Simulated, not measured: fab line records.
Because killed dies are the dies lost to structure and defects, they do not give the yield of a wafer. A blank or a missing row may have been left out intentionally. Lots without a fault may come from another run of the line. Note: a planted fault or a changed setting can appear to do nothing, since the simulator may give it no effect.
A struck lot beside a sound one | flow nand-harc | 21 out of 1302 route steps
Sound: these wafers, L565.2, L565.3, L565.4. Wafers struck: L583.3, L583.4, L583.6. The cause is given at the end.
Each step with rows lists, per side, the tool, then ch with its chambers, then its first start. Under that, the readings that differ: sound wafers | struck wafers | difference of the means | sigmas: that difference in standard deviations of wafers without a fault.
alike: same words and numbers on both sides, and readings whose means sit less than 2 such deviations apart. not compared: any withheld reading, any reading some wafer has no value for, any bound like >300 that may hide the same value, and any number with overlapping values for which the record gives no deviation.
The two part at a step that has a row with sigmas, a row that says differs or no value, or rows on one side only. Numbers that don't overlap but have no deviation are shown without sigmas and don't part them. Lack of a reading on every wafer of one side parts them only where that side has two or more wafers.

first, 1 step without rows for these wafers: NHARC_A_CONTACT_SRD_22.
NHARC_A_CONTACT_INSPECT_23:
  struck on defect-inspect-02, day 29 15:04; sound on defect-inspect-02, day 23 00:27
  reading          | sound       | struck      | difference | sigmas
  raw-defect-count | 521 349 439 | 816 626 970 | +368       | +3
then, 9 steps without rows for these wafers: NHARC_A_BLC_DEHYDRATE_00 (time 120 s); NHARC_A_BLC_HMDS_01 (time 30 s); NHARC_A_BLC_COAT_02 (time 75 s); NHARC_A_BLC_COAT_03 (time 65 s); NHARC_A_BLC_COAT_04 (resist thk 90 nm); NHARC_A_BLC_SOFTBAKE_05 (time 55 s); NHARC_A_BLC_EBR_06; NHARC_A_BLC_EXPOSE_07 (exposes mask A BLC, target cd 100 nm); NHARC_A_BLC_PEB_08 (peb time 65 s).
NHARC_A_BLC_DEVELOP_09: develop time 35 s.
  sound on litho-track-01 ch 0, day 23 00:00; struck on litho-track-06 ch 0, day 29 15:00
NHARC_A_BLC_CD_MEAS_10 targets a cd of 100 nm.
  sound on cd-sem-02 ch 0, day 23 00:57; struck on cd-sem-01 ch 0, day 29 15:34
  reading    | sound           | struck         | difference | sigmas
  cd-nm (nm) | 99.0 99.1 100.2 | 93.6 94.2 93.9 | -5.5       | -7
NHARC_A_BLC_OVL_MEAS_11:
  struck on overlay-01, day 29 15:40; sound on overlay-02, day 23 01:02
  alike: overlay-x-nm, overlay-y-nm
NHARC_A_BLC_INSPECT_12:
  struck on defect-inspect-02, day 29 15:41; sound on defect-inspect-02, day 23 01:05
  alike: raw-defect-count
NHARC_A_BLC_DESCUM_15: chemistry O2, time 3 s.
  sound on rie-diel-04 ch 1,2,3, day 23 01:08; struck on rie-diel-10 ch 0,1,3, day 29 15:45
  reading                | sound             | struck           | difference | sigmas
  model.A_BLC.cd-nm (nm) | 100.4 98.46 100.7 | 93.7 94.19 93.77 | -6.0       |
  alike: drypump-motor-current-A, mfc-ar-sccm, oes-product-au, rf-vpp-V, showerhead-plenum-p-Torr, throttle-valve-pct
  not compared: rf-hours-counter-h
NHARC_A_BLC_ETCH_16: etches the open film in CF4, target depth 39 nm, time 65 s.
  sound on rie-diel-04 ch 0,1,3, day 23 01:13; struck on rie-diel-10 ch 0,2,3, day 29 15:51
  alike: bias-w, drypump-motor-current-A, mfc-ar-sccm, oes-product-au, rf-vpp-V, showerhead-plenum-p-Torr, throttle-valve-pct
  not compared: rf-hours-counter-h
NHARC_A_BLC_ETCH_17: etches the open film in N2/H2, target depth 390 nm, time 609.38 s.
  sound on rie-diel-04 ch 0,2,3; struck on rie-diel-10 ch 1,2,3
  alike: bias-w, drypump-motor-current-A, mfc-ar-sccm, oes-product-au, rf-vpp-V, showerhead-plenum-p-Torr, throttle-valve-pct
  not compared: rf-hours-counter-h
NHARC_A_BLC_ETCH_18: etches the open film in C4F8/O2/Ar, target depth 910 nm.
  sound on rie-diel-04 ch 0,1,2; struck on rie-diel-10 ch 0,1,2
  reading                | sound             | struck            | difference | sigmas
  model.A_BLC.cd-nm (nm) | 104.5 99.55 106.9 | 96.95 93.09 87.71 | -11.07     |
  alike: bias-w, oes-product-au, rf-vpp-V
  not compared: rf-hours-counter-h
NHARC_A_BLC_CD_MEAS_19:
  struck on cd-sem-03, day 29 16:44; sound on cd-sem-02, day 23 02:06
  reading    | sound       | struck   | difference | sigmas
  cd-nm (nm) | 104 100 107 | 97 93 88 | -11        | -3
NHARC_END_SORT_01:
  only the struck wafers appear in the record here, on prober-02 ch 0 at day 31 13:46; the sound ones have no rows

WHERE THEY PART
At NHARC_A_CONTACT_INSPECT_23 first; at NHARC_END_SORT_01 last (within this record only).

WHY: what the simulator had put in
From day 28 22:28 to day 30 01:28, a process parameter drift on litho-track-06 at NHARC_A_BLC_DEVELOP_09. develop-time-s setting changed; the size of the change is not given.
